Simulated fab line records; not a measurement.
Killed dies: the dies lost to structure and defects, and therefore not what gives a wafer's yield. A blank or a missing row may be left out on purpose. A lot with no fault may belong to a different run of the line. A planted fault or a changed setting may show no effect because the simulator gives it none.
Matching of chambers | flow n5 finfet | N5_PASSIVATION_PECVD_00 on pecvd-04 has 3 sister chambers
The step deposits SiO2 from SiH4/N2O, target thk 200 nm, time 11.2 s. 3 wafers are shown with their chamber, then 9 later ones without.

## WAFERS, EACH WITH ITS CHAMBER
wafer  | chamber | showerhead plenum p Torr (Torr)
L086.2 | 2       | 8.11
L089.4 | 1       | 8.18
L089.5 | 0       | 8.16

## WAFERS WITHOUT THEIR CHAMBER
wafer  | showerhead plenum p Torr (Torr)
L097.1 | 8.09
L097.2 | 8.20
L097.6 | 8.11
L094.1 | 8.14
L094.2 | 8.19
L094.6 | 8.18
L095.1 | 8.17
L095.4 | 8.18
L095.6 | 8.16

## EACH ONE'S CHAMBER
wafer  | from the rows above          | in truth
L097.1 | 2                            | 2
L097.2 | can't be placed: 1 or 0      | 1
L097.6 | 2                            | 2
L094.1 | can't be placed: 0 or 2 or 1 | 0
L094.2 | can't be placed: 1 or 0      | 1
L094.6 | can't be placed: 1 or 0      | 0
L095.1 | can't be placed: 0 or 1      | 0
L095.4 | can't be placed: 1 or 0      | 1
L095.6 | can't be placed: 0 or 1      | 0
Placed correctly: 2 of 9. From these rows, 7 cannot be placed; in 7 the true chamber is one of the candidates. Wrongly placed: 0.
How it was worked out, from the rows above alone: a wafer's distance from a chamber is the root of the sum, over the readings, of the square of ((its reading less the chamber's mean) divided by the reading's scatter). The wafer belongs to the nearest chamber; if the next one is less than 2 further off, it can't be placed. The mean given for a chamber averages the wafers shown for that chamber. The scatter: with one shown wafer a chamber, the root of the mean of the squares of how far each hidden wafer lies from its nearest shown one.
